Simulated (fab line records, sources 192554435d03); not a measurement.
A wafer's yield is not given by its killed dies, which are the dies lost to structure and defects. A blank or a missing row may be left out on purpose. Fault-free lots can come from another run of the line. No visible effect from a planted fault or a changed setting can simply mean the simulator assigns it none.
fab line records	flow n5-finfet
[record] lots = 10	wafers = 30	last-day = 17
route steps=1938 shown BEOL_M4@1086 TV_LITHO@1886 PASSIVATION@1908
lots with no fault: from the same line, run without faults
start-h: hours from the record's first day to the start of the lot's first wafer shown	wait-h: hours since the lot's step before	" unchanged from the row above	L1.1+2: a row that stands for several wafers	- no value, or no start given	* or withheld: withheld	< > ~ a bound
route shown NAME@n: a module of which the file shows steps, and the number in the route of the first	usual: average and standard deviation across the fault-free wafers	same: alike in all rows	chamber/n: place in a boat	sites: the reading at each site	_std_site: standard deviation across them	_edge_site: the outer-site mean with the inner-site mean subtracted	radius-mm: for every site, how far away it sits from the centre of the wafer	mask NAME#n: copy n	behind: the tool/chamber that last shaped the wafer	hold: the reason the lot was held/the length of the hold in hours/how it ended	device: the transistor (n, p or np) that didn't switch	end of line: at the end of the route, the tests of the same wafers	where a step has no rows: the recipe by itself	killed: dies that structure and defects cost at the first sort, which is not the same as the wafer's yield	map: shows each die of a wafer: x if killed, . if not, _ if none is there
set.NAME: setting as actually run; set.NAME@STEP: the setting as run at that earlier step	model.NAME: the simulator's own value behind a step, which no gauge read
a sample of lots followed through the steps of the route, with each step as a table and each wafer as a row
services: a tool's chamber out of use, with start hour (start-h, from the record's first day; less than 0 if before it), hours out, and reason
[[steps]]
[step N5_BEOL_M4_SPUTTER_79]
[recipe] material = Cu	target-thk-a = 45	temp-c = -20	chamber-pressure-pa = 0.07	power-w = withheld	time-s = 8.29
[usual] throttle-valve-pct = 30.0/1
lot.wafer	tool	chamber	start-h	wait-h	throttle-valve-pct
L556.1	pvd-sputter-01	-	165.45	0.1	30.1
L556.2	"	-	"	"	30.6
L556.5	"	-	"	"	30.5
L558.1	pvd-sputter-01	-	170.73	0.1	30.5
L558.2	"	-	"	"	30.5
L558.4	"	-	"	"	30.3
L559.2	pvd-sputter-01	-	174.01	0.1	30.4
L559.3	"	-	"	"	30.7
L559.5	"	-	"	"	29.6
L561.1	pvd-sputter-02	-	189.24	0.1	27.8
L561.4	"	-	"	"	29.1
L561.6	"	-	"	"	27.8
L562.4	pvd-sputter-02	-	192.73	0.1	28.2
L562.5	"	-	"	"	29.2
L562.6	"	-	"	"	28.1
L564.1	pvd-sputter-02	-	209.19	0.1	28.9
L564.2	"	-	"	"	28.9
L564.6	"	-	"	"	28.9
L568.1	pvd-sputter-02	-	236.36	0.1	28.1
L568.2	"	-	"	"	30.2
L568.4	"	-	"	"	28.7
L569.1	pvd-sputter-02	-	239.39	0.1	29.2
L569.5	"	-	"	"	27.9
L569.6	"	-	"	"	28.8
L574.2	pvd-sputter-03	-	279.53	0.1	32.0
L574.4	"	-	"	"	29.9
L574.6	"	-	"	"	30.7
L577.3	pvd-sputter-03	-	308.99	0.1	30.7
L577.5	"	-	"	"	29.9
L577.6	"	-	"	"	32.1
[step N5_PASSIVATION_DESCUM_12]
[recipe] chemistry = O2	time-s = 7.9	source-power-w = 50	bias-power-w = 20	pressure-mtorr = 20	rf-frequency-hz = 2.712e+07	temp-c = 40	o2-flow-sccm = 225
[usual] bias-power-w = 20.01/0.05	drypump-motor-current-A = 5.53/0.26	o2-flow-sccm = 224.9/0.58	oes-product-au = 0.81/0.086	rf-vpp-V = 243.2/1.3	showerhead-plenum-p-Torr = 2.09/0.071	throttle-valve-pct = 20.37/0.21
lot.wafer	tool	chamber	start-h	wait-h	bias-power-w	drypump-motor-current-A	o2-flow-sccm	oes-product-au	rf-hours-counter-h	rf-vpp-V	showerhead-plenum-p-Torr	throttle-valve-pct
L556.1	rie-diel-02	1	260.40	0.0	20.03	5.69	225.0	0.81	84	241.9	2.02	20.47
L556.2	"	0	"	"	20.05	5.11	224.6	0.96	2	244.6	2.16	20.22
L556.5	"	0	"	"	19.93	5.12	224.0	0.96	-	244.3	2.16	20.22
L558.1	rie-diel-01	0	264.23	0.3	19.93	5.42	225.7	0.73	179	243.6	2.00	20.63
L558.2	"	3	"	"	19.98	5.18	225.7	0.82	81	244.4	2.12	20.71
L558.4	"	2	"	"	20.11	5.74	225.3	1.00	2	243.4	2.14	20.54
L559.2	rie-diel-06	3	277.94	0.0	19.95	5.89	224.0	0.82	96	244.8	2.21	20.17
L559.3	"	3	"	"	20.06	5.88	224.2	0.82	-	245.1	2.21	20.15
L559.5	"	3	"	"	20.00	5.88	225.4	0.82	-	244.6	2.21	20.14
L562.4	rie-diel-02	0	302.35	0.0	20.00	5.12	225.9	0.90	18	243.5	2.15	20.25
L562.5	"	1	"	"	20.02	5.68	225.4	0.78	-	242.5	2.02	20.48
L562.6	"	0	"	"	20.06	5.13	224.5	0.90	-	243.6	2.15	20.25
L561.1	rie-diel-06	0	302.77	0.2	19.98	5.77	224.1	0.96	6	242.1	2.04	20.22
L561.4	"	3	"	"	20.02	5.92	224.6	0.81	105	245.5	2.21	20.16
L561.6	"	2	"	"	20.04	5.43	225.8	0.70	-	242.6	2.16	20.29
L564.1	rie-diel-02	0	322.41	0.0	20.07	5.10	224.9	0.90	24	243.7	2.15	20.26
L564.2	"	3	"	"	20.04	5.33	224.5	0.72	199	241.2	1.99	20.53
L564.6	"	1	"	"	20.02	5.65	224.9	0.78	-	241.8	2.02	20.50
L569.1	rie-diel-06	0	340.76	0.0	20.04	5.76	224.9	0.92	19	243.6	2.04	20.25
L569.5	"	3	"	"	19.98	5.91	225.7	0.80	-	245.5	2.20	20.18
L569.6	"	2	"	"	19.98	5.46	224.7	0.69	-	244.7	2.16	20.30
L568.1	rie-diel-02	3	355.89	0.1	20.00	5.34	224.6	0.71	209	241.7	1.99	20.55
L568.2	"	1	"	"	20.06	5.67	225.3	0.76	116	242.0	2.01	20.52
L568.4	"	2	"	"	20.11	5.84	223.3	0.79	131	243.5	2.10	20.10
L574.2	rie-diel-02	2	372.06	0.3	19.95	5.82	225.3	0.78	136	241.9	2.10	20.08
L574.4	"	3	"	"	19.98	5.34	225.6	0.71	213	240.8	1.98	20.55
L574.6	"	3	"	"	19.91	5.33	225.2	0.71	-	242.7	1.98	20.55
L577.3	rie-diel-06	0	403.25	0.1	19.96	5.78	224.8	0.88	37	243.1	2.03	20.27
L577.5	"	3	"	"	20.02	5.90	223.6	0.77	-	245.3	2.20	20.22
L577.6	"	0	"	"	20.04	5.78	225.6	0.88	-	243.2	2.03	20.27
[step N5_PASSIVATION_DESCUM_32]
[recipe] chemistry = O2	time-s = 7.9	source-power-w = 50	bias-power-w = 20	pressure-mtorr = 20	rf-frequency-hz = 2.712e+07	temp-c = 40	o2-flow-sccm = 225
[usual] bias-power-w = 20.00/0.065	drypump-motor-current-A = 6.0/0.44	o2-flow-sccm = 224.9/0.65	oes-product-au = 0.85/0.091	rf-vpp-V = 243.3/1.4	showerhead-plenum-p-Torr = 2.10/0.077	throttle-valve-pct = 20.22/0.27
lot.wafer	tool	chamber	start-h	wait-h	bias-power-w	drypump-motor-current-A	o2-flow-sccm	oes-product-au	rf-hours-counter-h	rf-vpp-V	showerhead-plenum-p-Torr	throttle-valve-pct
L556.1	rie-diel-03	1	262.03	0.0	19.99	6.6	225.0	0.83	86	241.7	2.02	20.07
L556.2	"	3	"	"	19.97	5.5	225.0	0.85	72	243.7	2.03	20.42
L556.5	"	0	"	"	20.01	5.4	224.7	0.69	-	243.3	2.08	20.56
L558.1	rie-diel-04	2	265.59	0.0	20.01	6.3	224.2	0.67	249	244.6	2.03	20.62
L558.2	"	1	"	"	20.10	6.1	225.3	0.99	0	243.7	2.16	20.01
L558.4	"	2	"	"	20.04	6.4	224.3	0.68	-	242.8	2.03	20.63
L559.2	rie-diel-04	1	279.91	0.0	20.00	6.1	225.5	0.94	5	243.6	2.15	20.01
L559.3	"	0	"	"	19.99	6.6	224.8	0.67	242	243.8	2.16	20.32
L559.5	"	1	"	"	19.99	6.1	225.7	0.93	-	244.5	2.15	20.01
L562.4	rie-diel-04	0	304.15	0.2	19.99	6.6	225.1	0.66	-	243.9	2.16	20.36
L562.5	"	2	"	"	20.04	6.4	223.9	0.96	-	242.7	2.03	20.22
L562.6	"	3	"	"	20.13	6.1	224.2	0.75	-	242.7	2.00	20.23
L561.1	rie-diel-05	2	304.38	0.0	19.97	5.9	224.8	0.93	34	245.4	2.23	20.31
L561.4	"	3	"	"	19.97	6.2	225.0	0.97	1	242.9	2.12	19.64
L561.6	"	2	"	"	20.01	5.9	225.1	0.93	-	246.6	2.23	20.32
L564.1	rie-diel-03	1	325.24	0.0	19.88	6.5	224.6	0.80	108	242.2	2.02	20.11
L564.2	"	2	"	"	20.07	5.9	224.4	0.93	20	243.7	2.14	20.67
L564.6	"	2	"	"	19.95	6.0	224.5	0.93	-	244.7	2.14	20.68
L569.1	rie-diel-05	3	342.88	0.3	19.90	6.2	224.9	0.90	16	243.3	2.11	19.68
L569.5	"	2	"	"	19.94	5.9	224.3	0.90	-	243.0	2.22	20.34
L569.6	"	0	"	"	20.14	5.9	225.4	0.89	-	245.1	2.23	20.03
L568.1	rie-diel-04	2	357.33	0.0	19.92	6.3	224.9	0.90	29	242.2	2.02	20.27
L568.2	"	0	"	"	19.98	6.6	224.2	0.93	10	244.5	2.16	20.04
L568.4	"	1	"	"	20.04	6.1	224.8	0.88	33	244.9	2.15	20.07
L574.2	rie-diel-05	2	373.90	0.0	20.03	5.9	226.1	0.88	60	246.3	2.22	20.37
L574.4	"	3	"	"	19.90	6.1	225.7	0.88	27	243.3	2.11	19.68
L574.6	"	3	"	"	19.91	6.1	225.6	0.90	-	244.9	2.11	19.68
L577.3	rie-diel-03	0	405.23	0.0	19.99	5.4	223.7	0.95	11	242.8	2.06	20.38
L577.5	"	3	"	"	20.02	5.5	224.6	0.79	-	241.7	2.01	20.51
L577.6	"	2	"	"	19.91	6.0	225.7	0.88	-	243.0	2.12	20.73
[step N5_PASSIVATION_ETCH_54]
[recipe] chemistry = CHF3/O2	target = SiO2	target-depth-a = 8800	CHF3_flow_sccm = 50	O2_flow_sccm = 5	Ar_flow_sccm = 200	time-s = 440	mask-material = PR	pressure-mtorr = 30	source-w = 650	bias-w = 170	ion-energy-ev = 200
[usual] drypump-motor-current-A = 6.0/0.41	oes-product-au = 0.85/0.081	rf-vpp-V = 520/8.5	showerhead-plenum-p-Torr = 2.41/0.076	throttle-valve-pct = 18.63/0.28
lot.wafer	tool	chamber	start-h	wait-h	drypump-motor-current-A	oes-product-au	rf-hours-counter-h	rf-vpp-V	showerhead-plenum-p-Torr	throttle-valve-pct
L556.1	rie-diel-03	1	264.03	0.1	6.6	0.82	87	518	2.35	18.54
L556.2	"	0	"	"	5.4	0.69	220	520	2.39	18.89
L556.5	"	3	"	"	5.5	0.84	-	527	2.36	18.87
L558.1	rie-diel-05	0	267.73	0.1	5.9	0.98	1	513	2.55	18.23
L558.2	"	3	"	"	6.1	0.67	262	505	2.46	18.64
L558.4	"	2	"	"	5.9	0.93	17	524	2.55	18.59
L559.2	rie-diel-03	0	282.04	0.1	5.3	0.70	226	519	2.38	18.91
L559.3	"	2	"	"	5.9	0.97	4	526	2.48	19.06
L559.5	"	1	"	"	6.6	0.82	-	516	2.34	18.56
L562.4	rie-diel-04	2	306.38	0.1	6.3	0.96	-	514	2.35	18.67
L562.5	"	3	"	"	6.1	0.76	-	538	2.32	18.68
L562.6	"	1	"	"	6.1	0.92	-	520	2.45	18.27
L561.1	rie-diel-04	2	306.83	0.1	6.4	0.95	8	512	2.35	18.68
L561.4	"	1	"	"	6.1	0.92	-	521	2.46	18.27
L561.6	"	2	"	"	6.4	0.94	-	513	2.35	18.69
L564.1	rie-diel-05	3	327.57	0.1	6.1	0.92	8	506	2.46	18.16
L564.2	"	2	"	"	6.0	0.90	41	524	2.54	18.61
L564.6	"	3	"	"	6.1	0.92	-	506	2.46	18.20
L569.1	rie-diel-03	0	345.43	0.1	5.3	0.68	244	518	2.38	18.94
L569.5	"	2	"	"	5.9	0.90	-	526	2.47	19.09
L569.6	"	3	"	"	5.5	0.81	-	528	2.35	18.94
L568.1	rie-diel-04	2	359.33	0.1	6.3	0.89	30	512	2.34	18.71
L568.2	"	3	"	"	6.1	0.74	186	536	2.31	18.68
L568.4	"	1	"	"	6.1	0.88	34	520	2.45	18.32
L574.2	rie-diel-03	1	376.07	0.1	6.6	0.78	129	516	2.33	18.60
L574.4	"	2	"	"	6.0	0.88	-	527	2.46	19.10
L574.6	"	3	"	"	5.5	0.80	-	528	2.35	18.94
L577.3	rie-diel-04	3	407.85	0.1	6.1	0.73	200	535	2.31	18.73
L577.5	"	1	"	"	6.1	0.86	-	521	2.44	18.31
L577.6	"	2	"	"	6.4	0.87	-	511	2.34	18.74
[step N5_PASSIVATION_PROBE_49]
[usual] defect-limited-yield = 91.1/1.4	killed_at_M0_to_M3 = 34/11	killed_at_M4_up = 14/5.7	killed-at-contacts = 14/6.9	killed-at-front-end = 40/11	killed-at-other = 4/3.1	killed-dies = 105/17	killed-on-rim = 14/4.1	killed-open = 70/13	killed-short = 34/7.6	sort_bin_5_function = 5.3/0.95	sort_bin_6_memory = 3.3/0.64	sort-n-pass = 1075/17	sort-yield-pct = 91.1/1.4
[same] gross-dies = 1180	killed-at-back-side = 0	sort_bin_4_leakage[%] = 0	sort_bin_8_speed[%] = 0
lot.wafer	tool	chamber	start-h	wait-h	defect-limited-yield[%]	killed_at_M0_to_M3	killed_at_M4_up	killed-at-contacts	killed-at-front-end	killed-at-other	killed-dies	killed-on-rim	killed-open	killed-short	sort_bin_5_function[%]	sort_bin_6_memory[%]	sort-n-pass	sort-yield-pct[%]
L569.1	prober-01	-	348.40	0.2	83.1	29	133	6	31	0	199	28	53	24	11.1	3.6	981	83.1
L569.5	prober-01	-	348.60	0.4	85.6	48	66	18	36	2	170	27	68	40	8.1	4.3	1010	85.6
L569.6	prober-01	-	348.65	0.5	84.1	23	138	9	18	0	188	22	50	19	10.2	2.8	992	84.1
L568.1	prober-01	-	362.11	0.0	86.9	34	79	10	27	5	155	28	63	23	7.7	3.3	1025	86.9
L568.2	prober-01	-	362.16	0.1	83.3	31	126	12	28	0	197	26	57	21	10.3	3.6	983	83.3
L568.4	prober-01	-	362.26	0.2	80.3	44	154	7	25	2	232	15	65	26	12.0	4.7	948	80.3
// killed by level:class
L569.1 BEOL_M4:unspecified=122 STI_FIN_REVEAL:geometric-particle:open=12 BEOL_M3:geometric-particle:open=8 BEOL_M0_SAQP:geometric-particle:short=7 MOL_CONTACT_COAG:geometric-particle:open=5 BEOL_M0_SAQP:geometric-particle:open=4 BEOL_M0:geometric-particle:open=4 BEOL_M4:geometric-particle:open=4
L569.5 BEOL_M4:unspecified=62 BEOL_M1:geometric-particle:open=15 MOL_CONTACT_COAG:geometric-particle:open=13 BEOL_M0_SAQP:geometric-particle:short=13 STI_FIN_REVEAL:geometric-particle:open=10 BEOL_M0_SAQP:geometric-particle:open=10 FIN_SAQP:geometric-particle:short=7 FIN_SAQP:geometric-particle:open=5
L569.6 BEOL_M4:unspecified=119 BEOL_M0_SAQP:geometric-particle:open=7 STI_FIN_REVEAL:geometric-particle:open=6 MOL_CONTACT_COAG:geometric-particle:open=5 BEOL_M0_SAQP:geometric-particle:short=5 BEOL_M4:geometric-particle:open=5 BEOL_M5:geometric-particle:open=5 MOL_CONTACT_COAG:geometric-particle:short=4
L568.1 BEOL_M4:unspecified=67 MOL_CONTACT_COAG:geometric-particle:open=9 BEOL_M3:geometric-particle:open=9 BEOL_M2:geometric-particle:open=8 BEOL_M4:geometric-particle:open=7 FIN_SAQP:geometric-particle:open=5 FIN_SAQP:geometric-particle:short=4 DUMMY_GATE:geometric-particle:open=4
L568.2 BEOL_M4:unspecified=117 STI_FIN_REVEAL:geometric-particle:open=10 MOL_CONTACT_COAG:geometric-particle:open=8 BEOL_M3:geometric-particle:open=8 BEOL_M0_SAQP:geometric-particle:open=6 BEOL_M1:geometric-particle:open=6 MOL_CONTACT_COAG:geometric-particle:short=4 BEOL_M2:geometric-particle:open=4
L568.4 BEOL_M4:unspecified=141 BEOL_M2:geometric-particle:open=22 BEOL_M4:geometric-particle:open=10 FIN_SAQP:geometric-particle:short=7 BEOL_M0_SAQP:geometric-particle:open=7 MOL_CONTACT_COAG:geometric-particle:open=6 BEOL_M0_SAQP:geometric-particle:short=4 BEOL_M1:geometric-particle:short=4
[[services]]
tool	chamber	start-h	hours	kind
rie-diel-02	3	142.67	1.8	repair
rie-diel-01	2	164.28	2.8	repair
rie-diel-05	-	172.74	15.6	pm
rie-diel-04	-	223.43	2.3	repair
rie-diel-04	1	231.41	-	clean
rie-diel-04	1	231.41	-	consumable-replace:focus-ring
rie-diel-04	1	231.41	34.0	scheduled-down
rie-diel-04	1	231.41	34.0	vent-cycle
pvd-sputter-03	-	235.09	39.9	repair
rie-diel-01	2	235.33	5.0	repair
rie-diel-03	1	242.80	8.4	repair
rie-diel-02	1	243.32	8.0	repair
rie-diel-04	3	254.77	12.9	repair
rie-diel-04	2	268.27	-	clean
rie-diel-04	2	268.27	-	consumable-replace:focus-ring
rie-diel-04	2	268.27	18.8	scheduled-down
rie-diel-03	3	308.90	6.4	repair
rie-diel-01	1	313.05	21.1	repair
rie-diel-04	3	323.50	7.8	repair
rie-diel-04	0	329.44	10.8	repair
rie-diel-03	0	331.16	12.6	repair
rie-diel-06	3	342.18	7.7	repair
rie-diel-06	0	344.37	5.4	repair
rie-diel-04	-	398.00	2.8	pm
[[key]]
[first-sign] step = N5_PASSIVATION_PROBE_49	reading = killed_at_M4_up	direction = up	sigmas = 18	usual = 14	struck = 116
[effect] step = N5_PASSIVATION_PROBE_49	reading = killed-dies	direction = up	sigmas = 5.1	usual = 105	struck = 190
[more-kills-born-at] N5_BEOL_M4_SPUTTER_79@pvd-sputter-02 = 628
met-at N5_BEOL_M4_SPUTTER_79
struck-lots L568,L569
not-acting-at N5_PASSIVATION_DESCUM_12,N5_PASSIVATION_DESCUM_32,N5_PASSIVATION_ETCH_54
onset-between 209.19 236.36
[fault] kind = chamber-particle-source	tool = pvd-sputter-02	chamber = -	onset-h = 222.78	steps = N5_BEOL_M4_SPUTTER_79	rate-per-visit-cm2 = 1.3669	end-h = 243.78
